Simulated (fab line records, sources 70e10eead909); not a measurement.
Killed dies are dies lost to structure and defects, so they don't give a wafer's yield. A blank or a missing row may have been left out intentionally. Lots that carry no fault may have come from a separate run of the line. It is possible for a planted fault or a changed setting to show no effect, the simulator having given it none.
Which of the tools did it? / flow nand harc / 12 lots, 36 wafers sampled, at 1 step of a route of 1302

## WHAT THE GAUGES READ, wafer by wafer
NHARC_P_M2_THK_MEAS_24: measures by xrf.
lot=L076; measured=day 7 09:24; on=film metro-02; thk nm (nm)=147.9 145.4 145.7
lot=L078; measured=day 8 01:55; on=film metro-02; thk nm (nm)=143.5 144.1 146.0
lot=L075; measured=day 8 23:40; on=film metro-02; thk nm (nm)=144.4 144.0 143.8
lot=L081; measured=day 9 10:10; on=film metro-02; thk nm (nm)=144.4 144.2 142.6
lot=L083; measured=day 10 15:32; on=film metro-01; thk nm (nm)=142.3 145.3 144.9
lot=L085; measured=day 11 10:55; on=film metro-02; thk nm (nm)=146.3 143.4 144.9
lot=L087; measured=day 12 10:28; on=film metro-02; thk nm (nm)=144.4 146.1 146.0
lot=L090; measured=day 13 00:17; on=film metro-02; thk nm (nm)=143.8 144.9 145.3
lot=L091; measured=day 13 09:49; on=film metro-02; thk nm (nm)=143.9 143.9 141.0
lot=L093; measured=day 14 06:50; on=film metro-02; thk nm (nm)=143.6 142.4 143.1
lot=L095; measured=day 15 07:45; on=film metro-02; thk nm (nm)=144.7 146.4 146.4
lot=L097; measured=day 15 23:38; on=film metro-01; thk nm (nm)=143.1 144.4 144.1

## EACH LOT AND THE TOOL THAT RAN IT (in order: tool; ch and the chambers of the sampled wafers; start)
Before these readings, the record contains no process step.

## THE ANSWER, worked out from the rows above alone
Rule: the usual values come from the lots themselves. Put in order of their means at a reading, lots are off if they are a third of the lots or fewer, leave a main group of 4 or more, and stand apart from it by a gap of 3 or more times the standard deviation of the main group's means; of several such gaps the widest counts. Not used: any main group whose means are identical at the precision the tables above print for the reading. Also off: a lot with no number at a reading for which 4 or more lots have one. Where the step has rows for the other lots, those lots are counted as sound.
No lot is off at any reading shown: from this, nothing can be told.

## WHAT WAS PUT IN BY THE SIMULATOR
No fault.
